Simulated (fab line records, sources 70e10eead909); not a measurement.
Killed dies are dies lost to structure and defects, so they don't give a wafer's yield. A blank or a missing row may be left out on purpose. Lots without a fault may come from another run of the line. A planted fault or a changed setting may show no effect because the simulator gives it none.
A struck lot beside a sound one | flow nand_harc | 24 steps out of a route of 1159
Sound: wafers L285.3, L285.4, L285.5. Struck: wafers L289.2, L289.4, L289.5. The cause comes at the end.
At each step with rows: each side's tool, then ch and its chambers, then its first start. Under that, the readings that differ: sound wafers | struck wafers | difference of the means | sigmas: that difference in standard deviations of wafers without a fault.
alike: readings whose means differ by less than 2 such deviations, and words and numbers that are the same on both sides. not compared: withheld readings, readings that some wafer has no value for, bounds like >300 that may hide the same value, and numbers for which the record gives no deviation and whose values overlap.
The two part at a step that has a row with sigmas, a row that says differs or no value, or rows on one side only. Numbers that don't overlap but have no deviation are shown without sigmas and don't part them. A reading that every wafer of one side lacks parts them only if that side has two wafers or more.

NHARC_A_M0_INSPECT_27:
  sound on defect_inspect-01, day 18 09:16; struck on defect_inspect-01, day 20 11:15
  alike: raw_defect_count
NHARC_A_M0_PRE_CLEAN_31: time 12 s.
  sound on pecvd-03 ch 1,2, day 18 09:22; struck on pecvd-03 ch 0,2, day 20 11:32
  alike: heater_power_outer_w, heater_power_w
NHARC_A_M0_DEP_32: deposits SiCN, target thk 30 nm.
  sound on pecvd-03 ch 1,2, day 18 09:30; struck on pecvd-03 ch 0,2, day 20 11:40
  alike: heater_power_outer_w, heater_power_w
then, 8 steps without rows for these wafers: NHARC_A_M1_DEP_00 (deposits SiOC, target thk 182.5 nm); NHARC_A_M1_DEHYDRATE_01 (time 120 s); NHARC_A_M1_HMDS_02 (time 30 s); NHARC_A_M1_COAT_34 (time 65 s); NHARC_A_M1_COAT_03 (resist thk 90 nm); NHARC_A_M1_SOFTBAKE_04 (time 55 s); NHARC_A_M1_EBR_05; NHARC_A_M1_EXPOSE_06 (exposes mask A M1, target cd 120 nm).
NHARC_A_M1_PEB_07: peb time 65 s.
  sound on litho_track-04 ch 0, day 18 10:34; struck on litho_track-04 ch 0, day 20 12:46
  reading                  | sound             | struck               | difference | sigmas
  heater_power_total_W (W) | 156.2 156.6 156.7 | 167.5 166.6 167.2    | +10.6      | +25
  plate_temp_C (C)         | 99.89 99.97 99.94 | 104.69 104.63 104.68 | +4.73      | +39
then, 1 step without rows for these wafers: NHARC_A_M1_DEVELOP_08 (develop time 35 s).
NHARC_A_M1_CD_MEAS_09: target cd 120 nm.
  sound on cd_sem-02 ch 0, day 18 10:38; struck on cd_sem-03 ch 0, day 20 12:50
  reading    | sound             | struck            | difference | sigmas
  cd_nm (nm) | 120.3 120.4 120.4 | 136.1 136.6 135.7 | +15.8      | +24
NHARC_A_M1_OVL_MEAS_10: pitch 240 nm.
  sound on overlay-02, day 18 10:44; struck on overlay-01, day 20 12:56
  alike: overlay_x_nm, overlay_y_nm
NHARC_A_M1_INSPECT_11:
  sound on defect_inspect-02, day 18 10:46; struck on defect_inspect-01, day 20 12:58
  alike: raw_defect_count
NHARC_A_M1_DESCUM_14: chemistry O2, time 3 s.
  sound on rie_diel-10 ch 0,1,2, day 18 10:50; struck on rie_diel-06 ch 1,2, day 20 13:02
  reading               | sound             | struck            | difference | sigmas
  rf_vpp_V (V)          | 59.6 59.5 57.7    | 57.2 56.5 56.3    | -2.3       | -2
  model.A_M1.cd_nm (nm) | 119.7 120.4 119.7 | 136.3 136.3 135.8 | +16.2      |
  alike: drypump_motor_current_A, oes_product_au, showerhead_plenum_p_Torr, throttle_valve_pct
  not compared: rf_hours_counter_h
NHARC_A_M1_ETCH_35: etches the open film in N2/H2, target depth 40 nm, overetch 12 nm, time 43.94 s.
  sound on rie_diel-10 ch 0,1, day 18 10:55; struck on rie_diel-06 ch 0,1, day 20 13:07
  reading                     | sound       | struck      | difference | sigmas
  drypump_motor_current_A (A) | 4.9 5.0 4.9 | 5.8 6.3 5.8 | +1.0       | +2
  alike: oes_product_au, rf_vpp_V, showerhead_plenum_p_Torr, throttle_valve_pct
  not compared: rf_hours_counter_h
NHARC_A_M1_ETCH_15: etches the open film in C4F8/Ar, target depth 182.5 nm, time 91.2 s.
  sound on rie_diel-10 ch 0,2; struck on rie_diel-06 ch 1,3
  reading               | sound             | struck            | difference | sigmas
  oes_product_au (a.u.) | 0.923 0.931 0.918 | 0.971 0.963 0.967 | +0.043     | +2
  alike: rf_vpp_V
  not compared: rf_hours_counter_h
NHARC_A_M1_CD_MEAS_16:
  sound on cd_sem-02, day 18 11:08; struck on cd_sem-02, day 20 13:20
  reading    | sound             | struck            | difference | sigmas
  cd_nm (nm) | 119.4 120.0 119.6 | 135.8 136.9 135.3 | +16.3      | +18
NHARC_A_M1_STRIP_18: strips in N2/H2.
  sound on rie_diel-10 ch 1,3, day 18 11:14; struck on rie_diel-10 ch 1,2,3, day 20 13:27
  alike: drypump_motor_current_A, oes_product_au, rf_vpp_V, showerhead_plenum_p_Torr, throttle_valve_pct
  not compared: rf_hours_counter_h
NHARC_A_M1_ETCH_28: etches the open film in CF4/N2, target depth 30 nm, time 72.99 s.
  sound on rie_diel-10 ch 1,2,3; struck on rie_diel-10 ch 0,2,3
  reading               | sound             | struck          | difference | sigmas
  model.A_M1.cd_nm (nm) | 118.4 119.2 117.9 | 135.2 136 135.2 | +17.0      |
  alike: drypump_motor_current_A, oes_product_au, rf_vpp_V, showerhead_plenum_p_Torr, throttle_valve_pct
  not compared: rf_hours_counter_h
then, 2 steps without rows for these wafers: NHARC_A_M1_STRIP_19 (strips in post etch residue remover, time 600 s); NHARC_END_SORT_01.

WHERE THEY PART
First at NHARC_A_M1_PEB_07; last, within this record, at NHARC_A_M1_CD_MEAS_16. Later steps at which nothing parts them and some readings are alike: NHARC_A_M1_STRIP_18, NHARC_A_M1_ETCH_28.

WHY: what the simulator had put in
Process parameter drift: litho_track-04, from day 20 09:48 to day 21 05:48, at NHARC_A_M1_PEB_07. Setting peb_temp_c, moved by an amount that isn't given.
